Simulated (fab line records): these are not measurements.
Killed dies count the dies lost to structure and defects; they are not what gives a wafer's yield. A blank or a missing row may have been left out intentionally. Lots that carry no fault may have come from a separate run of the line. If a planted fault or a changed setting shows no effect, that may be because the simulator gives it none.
fab line records    flow n5-finfet
[record] lots = 6  wafers = 18  last-day = 20
route steps=1938 shown BEOL_M13@1711 BEOL_M14@1716 PASSIVATION@1936
lots untouched by any fault: they come from a run of this same line in which no faults occurred
start-h: hours from the record's opening day to when the first of the lot's shown wafers began    wait-h: how many hours have passed since the lot's step before this one    " unchanged from the row above    L1.1+2: several wafers, shown together as one row    - either no value or no given start    * or withheld: withheld    < > ~ a bound
route shown NAME@n: NAME is a module with steps in the file, n the number in the route of the first one    usual: mean/standard deviation taken from wafers without a fault    same: alike in all rows    chamber/n: place in a boat    sites: each site's reading    _std_site: the values' standard deviation    _edge_site: the outer-site mean with the inner-site mean subtracted    radius-mm: how far each site lies from the wafer's centre    mask NAME#n: copy n    behind: the last tool/chamber to shape the wafer    hold: why the lot went on hold/how many hours it stayed there/how the hold came to an end    device: the n, p or np transistor that did not switch    end of line: tests of these same wafers at the route's end    a step given without rows: its recipe and nothing more    killed: at the first sort, the dies lost to defects and structure; wafer yield is something else    map: shows each die of a wafer: x if killed, . if not, _ if none is there
set.NAME: the setting the step ran with; set.NAME@STEP: the setting that earlier step ran with    model.NAME: the simulator's own value behind a step, which no gauge read
lots seen at some steps along the route; tables by step, rows by wafer
services: when a tool's chamber went out of use (start-h, in hours from the record's first day, below 0 if earlier), for how many hours, and the reason
[[steps]]
[step N5_BEOL_M13_THK_MEAS_50]
[recipe] thk-meas-gauge = xrf  reads = Cu_of_BEOL_M13_ECD_47
[usual] M13_THK = 414/7.8
lot.wafer  tool           chamber  start-h  wait-h  M13_THK[nm]
L568.2     film-metro-01  -        317.58   -       421
L568.3     "              -        "        "       417
L568.4     "              -        "        "       414
L572.2     film-metro-01  -        377.38   -       422
L572.3     "              -        "        "       411
L572.4     "              -        "        "       410
L580.1     film-metro-01  -        401.94   -       425
L580.2     "              -        "        "       408
L580.6     "              -        "        "       426
L581.1     film-metro-02  -        416.77   -       412
L581.2     "              -        "        "       405
L581.4     "              -        "        "       421
L578.1     film-metro-02  -        428.77   -       407
L578.2     "              -        "        "       431
L578.6     "              -        "        "       422
L588.1     film-metro-02  -        453.48   -       425
L588.2     "              -        "        "       404
L588.6     "              -        "        "       399
[step N5_BEOL_M13_PRE_CLEAN_52]
[recipe] gas = NH3  time-s = 15  temp-c = withheld  rf-power-w = 300
[step N5_BEOL_M13_DEP_53]
[recipe] material = SiCN  target-thk-a = 500  temp-c = withheld  precursor = 3MS/NH3  pressure-torr = 3  rf-w = 675  time-s = 17.8
[usual] showerhead-plenum-p-Torr = 4.146/0.028  throttle-valve-pct = 17.8/0.67
lot.wafer  tool      chamber  start-h  wait-h  showerhead-plenum-p-Torr  throttle-valve-pct
L568.2     pecvd-03  0        317.64   0.0     4.164                     18.3
L568.3     "         2        "        "       4.098                     17.8
L568.4     "         2        "        "       4.097                     17.7
L572.2     pecvd-03  0        377.44   0.0     4.163                     18.4
L572.3     "         1        "        "       4.162                     18.1
L572.4     "         2        "        "       4.095                     17.8
L580.1     pecvd-03  0        402.02   0.0     4.165                     18.5
L580.2     "         2        "        "       4.098                     17.8
L580.6     "         2        "        "       4.099                     17.7
L581.1     pecvd-02  1        416.83   0.0     4.174                     17.8
L581.2     "         2        "        "       4.177                     16.6
L581.4     "         1        "        "       4.179                     17.9
L578.1     pecvd-02  0        428.83   0.0     4.144                     17.0
L578.2     "         2        "        "       4.178                     16.6
L578.6     "         1        "        "       4.188                     17.9
L588.1     pecvd-03  1        453.55   0.0     4.136                     17.0
L588.2     "         2        "        "       4.104                     18.0
L588.6     "         0        "        "       4.163                     18.4
[step N5_BEOL_M13_RS_MEAS_54]
[recipe] thk-meas-gauge = four-point-probe  reads = Cu_of_BEOL_M13_ECD_47+Ta_of_BEOL_M13_SPUTTER_44+TaN_of_BEOL_M13_SPUTTER_43
[usual] M13_RS = 0.0448/0.00077
lot.wafer  tool           chamber  start-h  wait-h  M13_RS[ohm/sq]
L568.2     film-metro-02  -        317.71   0.1     0.0445
L568.3     "              -        "        "       0.0448
L568.4     "              -        "        "       0.0452
L572.2     film-metro-02  -        377.51   0.1     0.0440
L572.3     "              -        "        "       0.0450
L572.4     "              -        "        "       0.0451
L580.1     film-metro-01  -        402.10   0.1     0.0438
L580.2     "              -        "        "       0.0459
L580.6     "              -        "        "       0.0438
L581.1     film-metro-02  -        416.90   0.0     0.0455
L581.2     "              -        "        "       0.0463
L581.4     "              -        "        "       0.0445
L578.1     film-metro-02  -        428.90   0.0     0.0457
L578.2     "              -        "        "       0.0433
L578.6     "              -        "        "       0.0446
L588.1     film-metro-02  -        453.61   0.0     0.0433
L588.2     "              -        "        "       0.0456
L588.6     "              -        "        "       0.0462
[step N5_BEOL_M13_INSPECT_55]
[recipe] inspect-instrument = darkfield  mode = post-dep
[usual] raw-defect-count = 65/24
lot.wafer  tool               chamber  start-h  wait-h  raw-defect-count
L568.2     defect-inspect-01  -        317.73   0.0     26
L568.3     "                  -        "        "       36
L568.4     "                  -        "        "       46
L572.2     defect-inspect-01  -        377.54   0.0     81
L572.3     "                  -        "        "       74
L572.4     "                  -        "        "       27
L580.1     defect-inspect-01  -        402.13   0.0     76
L580.2     "                  -        "        "       109
L580.6     "                  -        "        "       70
L581.1     defect-inspect-01  -        416.92   0.0     55
L581.2     "                  -        "        "       50
L581.4     "                  -        "        "       63
L578.1     defect-inspect-02  -        428.92   0.0     114
L578.2     "                  -        "        "       104
L578.6     "                  -        "        "       79
L588.1     defect-inspect-02  -        453.64   0.0     54
L588.2     "                  -        "        "       64
L588.6     "                  -        "        "       51
[step N5_BEOL_M14_ILD_DEP_00]
[recipe] material = SiO2  target-thk-a = 11193  temp-c = 400  precursor = TEOS/O2  pressure-torr = 6.5  rf-w = 900  teos-flow-sccm = 161.4  gas = O2  flow-sccm = 2650  time-s = 237.4
[usual] heater-power-w = 653/95  showerhead-plenum-p-Torr = 8.33/0.045  throttle-valve-pct = 17.7/0.6
lot.wafer  tool      chamber  start-h  wait-h  heater-power-w  showerhead-plenum-p-Torr  throttle-valve-pct
L568.2     pecvd-02  0        317.77   0.0     461             8.34                      17.5
L568.3     "         1        "        "       644             8.35                      18.3
L568.4     "         2        "        "       625             8.37                      17.1
L572.2     pecvd-01  1        377.57   0.0     786             8.35                      17.2
L572.3     "         0        "        "       790             8.36                      17.6
L572.4     "         1        "        "       617             8.35                      17.3
L580.1     pecvd-01  1        402.16   0.0     759             8.35                      17.4
L580.2     "         2        "        "       612             8.24                      17.1
L580.6     "         1        "        "       610             8.37                      17.3
L581.1     pecvd-03  1        416.96   0.0     697             8.32                      17.6
L581.2     "         0        "        "       784             8.36                      19.1
L581.4     "         0        "        "       609             8.35                      19.2
L578.1     pecvd-01  0        428.96   0.0     675             8.35                      17.5
L578.2     "         1        "        "       651             8.37                      17.7
L578.6     "         0        "        "       749             8.36                      17.9
L588.1     pecvd-01  2        453.68   0.0     652             8.27                      17.1
L588.2     "         0        "        "       729             8.34                      17.3
L588.6     "         2        "        "       488             8.24                      17.4
[step N5_BEOL_M14_THK_MEAS_01]
[recipe] reads = SiO2_of_BEOL_M14_ILD_DEP_00
[usual] M14_ILD_THK = 1115/17
lot.wafer  tool           chamber  start-h  wait-h  M14_ILD_THK[nm]
L568.2     film-metro-01  -        317.96   0.1     1096
L568.3     "              -        "        "       1108
L568.4     "              -        "        "       1117
L572.2     film-metro-02  -        377.84   0.2     1117
L572.3     "              -        "        "       1101
L572.4     "              -        "        "       1116
L580.1     film-metro-01  -        402.35   0.1     1115
L580.2     "              -        "        "       1109
L580.6     "              -        "        "       1145
L581.1     film-metro-02  -        417.15   0.1     1097
L581.2     "              -        "        "       1120
L581.4     "              -        "        "       1135
L578.1     film-metro-02  -        429.15   0.1     1083
L578.2     "              -        "        "       1128
L578.6     "              -        "        "       1106
L588.1     film-metro-02  -        453.87   0.1     1087
L588.2     "              -        "        "       1076
L588.6     "              -        "        "       1117
[step N5_BEOL_M14_COAT_58]
[recipe] resist = BARC  temp-c = 205  time-s = 60  spin-rpm = 1500  resist-thk-nm = 89
[step N5_BEOL_M14_COAT_04]
[recipe] spin-rpm = 1704  resist-thk-nm = 800
[step N5_BEOL_M14_EBR_06]
[recipe] solvent = PGMEA  ebr-width-mm = 1.5
[step N5_BEOL_M14_SOFTBAKE_05]
[recipe] temp-c = 130  time-s = 60
[step N5_BEOL_M14_EXPOSE_07]
[recipe] mask-id = V13  na = 0.8  source-shape = annular  sigma-inner = 0.5  sigma-outer = 0.8  polarization = unpolarized  attpsm-phase-deg = 180  dose-mj = 57
[step N5_BEOL_M14_PEB_08]
[recipe] peb-temp-c = 130  peb-time-s = 90
[usual] exhaust-pa = 45.1/0.88  heater-power-total-W = 172.4/0.81  plate-temp-C = 130.01/0.12  resist-line-temp-C = 23.01/0.1
lot.wafer  tool            chamber  start-h  wait-h  exhaust-pa  heater-power-total-W  plate-temp-C  resist-line-temp-C
L568.2     litho-track-04  0        318.28   0.0     45.7        172.8                 129.84        23.07
L568.3     "               0        "        "       44.6        174.0                 129.80        23.07
L568.4     "               0        "        "       45.8        171.0                 129.84        23.10
L572.2     litho-track-03  0        378.16   0.0     44.9        173.8                 129.84        22.96
L572.3     "               0        "        "       46.1        173.2                 129.93        22.71
L572.4     "               0        "        "       46.2        172.6                 129.94        23.02
L580.1     litho-track-04  0        402.54   0.1     44.9        180.3                 134.39        23.06
L580.2     "               0        "        "       44.7        179.4                 134.46        23.16
L580.6     "               0        "        "       45.4        179.2                 134.31        23.08
L581.1     litho-track-04  0        417.47   0.1     45.5        181.2                 134.47        23.02
L581.2     "               0        "        "       44.1        180.1                 134.32        23.05
L581.4     "               0        "        "       44.6        181.2                 134.24        23.07
L578.1     litho-track-03  0        429.47   0.1     45.6        174.0                 129.91        22.97
L578.2     "               0        "        "       44.9        172.0                 129.91        23.06
L578.6     "               0        "        "       45.0        173.0                 129.88        23.04
L588.1     litho-track-02  0        454.18   0.1     44.3        172.2                 130.03        22.87
L588.2     "               0        "        "       43.9        171.1                 129.82        22.86
L588.6     "               0        "        "       44.0        171.0                 130.03        22.96
[step N5_BEOL_M14_DEVELOP_09]
[recipe] develop-time-s = 45  rinse-liquid = diw  dry = air-spin  dev-temp-c = 21
[step N5_BEOL_M14_HARDBAKE_14]
[recipe] temp-c = 130  time-s = 120
[step N5_BEOL_M14_CD_MEAS_10]
[recipe] target-cd-nm = 250  landing-energy-ev = 500  detector = se-inlens  polarity = opening
[usual] cd-nm = 249.6/1.6
lot.wafer  tool       chamber  start-h  wait-h  cd-nm
L568.2     cd-sem-03  0        318.39   -       247.1
L568.3     "          0        "        "       249.0
L568.4     "          0        "        "       250.5
L572.2     cd-sem-03  0        378.27   -       248.7
L572.3     "          0        "        "       250.5
L572.4     "          0        "        "       247.3
L580.1     cd-sem-01  0        402.66   -       265.5
L580.2     "          0        "        "       264.1
L580.6     "          0        "        "       266.0
L581.1     cd-sem-02  0        417.58   -       267.1
L581.2     "          0        "        "       267.1
L581.4     "          0        "        "       265.5
L578.1     cd-sem-01  0        429.58   -       249.7
L578.2     "          0        "        "       252.4
L578.6     "          0        "        "       249.7
L588.1     cd-sem-01  0        454.30   -       251.2
L588.2     "          0        "        "       251.8
L588.6     "          0        "        "       247.8
[step N5_BEOL_M14_OVL_MEAS_11]
[recipe] points-per-wafer = 44
[usual] V13_OVL = 0/5.2
lot.wafer  tool        chamber  start-h  wait-h  V13_OVL[nm]
L568.2     overlay-01  0        318.42   0.0     8
L568.3     "           0        "        "       2
L568.4     "           0        "        "       2
L572.2     overlay-02  0        378.30   0.0     2
L572.3     "           0        "        "       6
L572.4     "           0        "        "       8
L580.1     overlay-02  0        402.71   0.0     -3
L580.2     "           0        "        "       3
L580.6     "           0        "        "       3
L581.1     overlay-02  0        417.64   0.1     4
L581.2     "           0        "        "       4
L581.4     "           0        "        "       3
L578.1     overlay-01  0        429.61   0.0     -7
L578.2     "           0        "        "       -7
L578.6     "           0        "        "       -8
L588.1     overlay-01  0        454.33   0.0     1
L588.2     "           0        "        "       -12
L588.6     "           0        "        "       -6
[step N5_PASSIVATION_PROBE_49]
[usual] defect-limited-yield = 91.2/1.6  killed_at_M0_to_M3 = 33/11  killed_at_M4_up = 14/5  killed-at-contacts = 12/5.8  killed-at-front-end = 41/12  killed-at-other = 3.5/2.9  killed-dies = 104/19  killed-open = 68/14  killed-short = 34/8.8  sort_bin_4_leakage = 0.00/0.017  sort_bin_5_function = 5.2/1.1  sort_bin_6_memory = 3.2/0.71  sort-n-pass = 1076/19  sort-yield-pct = 91.2/1.6
[same] gross-dies = 1180  killed-at-back-side = 0  sort_bin_8_speed[%] = 0
lot.wafer  tool       chamber  start-h  wait-h  defect-limited-yield[%]  killed_at_M0_to_M3  killed_at_M4_up  killed-at-contacts  killed-at-front-end  killed-at-other  killed-dies  killed-open  killed-short  sort_bin_4_leakage[%]  sort_bin_5_function[%]  sort_bin_6_memory[%]  sort-n-pass  sort-yield-pct[%]
L580.1     prober-02  -        424.96   0.0     90.9                     39                  13               3                   44                   8                107          72           34            0                      5.4                     3.2                   1073         90.9
L580.2     prober-02  -        425.01   0.1     90.9                     37                  18               14                  35                   3                107          73           34            0                      5.3                     3.8                   1073         90.9
L580.6     prober-02  -        425.21   0.3     90.0                     58                  14               11                  32                   3                118          75           43            0                      5.1                     4.7                   1062         90.0
L581.1     prober-02  -        444.84   0.0     89.2                     49                  19               7                   45                   7                127          90           37            0                      6.9                     3.6                   1053         89.2
L581.2     prober-02  -        444.89   0.1     93.7                     27                  13               8                   22                   4                74           47           25            0                      4.0                     2.2                   1106         93.7
L581.4     prober-02  -        444.99   0.2     90.5                     37                  15               8                   47                   5                112          78           34            0                      5.6                     3.6                   1068         90.5
// killed by level:class
L580.1 FIN_SAQP:geometric-particle:open=14 BEOL_M2:geometric-particle:open=9 BEOL_M0_SAQP:geometric-particle:open=8 FIN_SAQP:geometric-particle:short=6 DUMMY_GATE:geometric-particle:open=6 BEOL_M4:geometric-particle:open=6 BEOL_M0_SAQP:geometric-particle:short=5 BEOL_M2:geometric-particle:short=5
L580.2 MOL_CONTACT_COAG:geometric-particle:open=13 BEOL_M0_SAQP:geometric-particle:open=9 FIN_SAQP:geometric-particle:short=7 FIN_SAQP:geometric-particle:open=6 BEOL_M0_SAQP:geometric-particle:short=6 BEOL_M4:geometric-particle:open=6 BEOL_M2:geometric-particle:open=5 GATE_CUT:geometric-particle:short=5
L580.6 BEOL_M0_SAQP:geometric-particle:short=17 BEOL_M0_SAQP:geometric-particle:open=15 BEOL_M2:geometric-particle:open=11 MOL_CONTACT_COAG:geometric-particle:open=9 FIN_SAQP:geometric-particle:open=8 BEOL_M2:geometric-particle:short=7 BEOL_M1:geometric-particle:open=5 BEOL_M4:geometric-particle:open=5
L581.1 BEOL_M1:geometric-particle:open=15 FIN_SAQP:geometric-particle:open=9 DUMMY_GATE:geometric-particle:open=8 BEOL_M0_SAQP:geometric-particle:open=8 BEOL_M0_SAQP:geometric-particle:short=7 BEOL_M4:geometric-particle:open=7 FIN_SAQP:geometric-particle:short=6 STI_FIN_REVEAL:geometric-particle:open=6
L581.2 MOL_CONTACT_COAG:geometric-particle:open=7 BEOL_M0_SAQP:geometric-particle:open=7 BEOL_M0_SAQP:geometric-particle:short=7 FIN_SAQP:geometric-particle:open=6 BEOL_M2:geometric-particle:open=5 FIN_SAQP:geometric-particle:short=4 BEOL_M1:geometric-particle:open=4 STI_FIN_REVEAL:geometric-particle:open=3
L581.4 FIN_SAQP:geometric-particle:open=10 MOL_CONTACT_COAG:geometric-particle:open=8 BEOL_M0_SAQP:geometric-particle:short=8 STI_FIN_REVEAL:geometric-particle:open=7 BEOL_M0:geometric-particle:open=7 FIN_SAQP:geometric-particle:short=6 BEOL_M1:geometric-particle:open=6 BEOL_M2:geometric-particle:open=6
[[services]]
tool            chamber  start-h  hours  kind
litho-track-02  -        306.44   -      consumable-replace:filter
pecvd-01        1        307.10   5.5    scheduled-down
pecvd-02        -        311.91   1.3    repair
pecvd-01        2        312.56   2.1    scheduled-down
pecvd-01        -        316.05   2.9    repair
pecvd-03        0        336.98   2.1    scheduled-down
pecvd-03        -        352.76   14.6   pm
pecvd-01        2        375.87   5.5    scheduled-down
pecvd-03        1        383.62   -      clean
pecvd-03        1        383.62   -      consumable-replace:showerhead
pecvd-03        1        383.62   29.0   scheduled-down
pecvd-03        1        383.62   29.0   vent-cycle
pecvd-02        -        383.77   14.6   pm
pecvd-01        0        417.67   5.5    scheduled-down
[[key]]
[first-sign] step = N5_BEOL_M14_PEB_08  reading = plate-temp-C  direction = up  sigmas = 35  usual = *  struck = *
[effect] step = N5_BEOL_M14_PEB_08  reading = heater-power-total-W  direction = up  sigmas = 9.6  usual = *  struck = *
[effect] step = N5_BEOL_M14_CD_MEAS_10  reading = cd-nm  direction = up  sigmas = 10  usual = 249.6  struck = 265.9
met-at N5_BEOL_M14_PEB_08
struck-wafers L580.1,L580.2,L580.6,L581.1,L581.2,L581.4
onset-between 318.28 402.54
[fault] kind = process-parameter-drift  tool = litho-track-04  chamber = -  onset-h = 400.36  steps = N5_BEOL_M14_PEB_08  channel = peb-temp-c  offset = *  shape = step  end-h = 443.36  acts-in = *  stated = *
